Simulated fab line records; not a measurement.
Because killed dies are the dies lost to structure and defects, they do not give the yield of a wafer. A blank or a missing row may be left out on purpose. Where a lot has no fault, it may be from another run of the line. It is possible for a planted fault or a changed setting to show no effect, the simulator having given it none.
Chamber matching + flow n5 finfet + N5_BEOL_M5_VIA_ETCH_34 on rie diel-02: 4 sister chambers
The step etches SiCOH lowk in C4F6/O2, target depth 88.3 nm, time 39.2 s. 4 wafers are shown with their chamber, then 7 later ones without.

WAFERS, EACH WITH ITS CHAMBER
| wafer  | chamber | drypump motor current A (A) |
|--------|---------|-----------------------------|
| L084.4 | 0       | 5.1                         |
| L087.3 | 2       | 6.8                         |
| L088.2 | 3       | 6.5                         |
| L088.3 | 1       | 6.2                         |

WAFERS WITHOUT THEIR CHAMBER
| wafer  | drypump motor current A (A) |
|--------|-----------------------------|
| L088.5 | 6.5                         |
| L089.1 | 6.2                         |
| L089.2 | 6.5                         |
| L089.4 | 6.7                         |
| L095.1 | 6.2                         |
| L095.3 | 5.0                         |
| L095.4 | 6.5                         |

WHICH CHAMBER EACH WENT THROUGH
| wafer  | from the rows above     | in truth |
|--------|-------------------------|----------|
| L088.5 | 3                       | 3        |
| L089.1 | 1                       | 1        |
| L089.2 | 3                       | 3        |
| L089.4 | can't be placed: 2 or 3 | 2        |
| L095.1 | 1                       | 1        |
| L095.3 | 0                       | 0        |
| L095.4 | 3                       | 3        |
Correct placement for 6 of the 7. Cannot be placed on the basis of these rows: 1; the candidates contain the true chamber in 1. Wrongly placed: 0.
How it was worked out, from the rows above alone: a wafer's distance from a chamber is the root of the sum, over the readings, of the square of ((its reading less the chamber's mean) divided by the reading's scatter). The wafer belongs to the nearest chamber; if the next one is less than 2 further off, it can't be placed. Each chamber's mean is taken over the wafers shown for it. The scatter: with one shown wafer a chamber, the root of the mean of the squares of how far each hidden wafer lies from its nearest shown one.
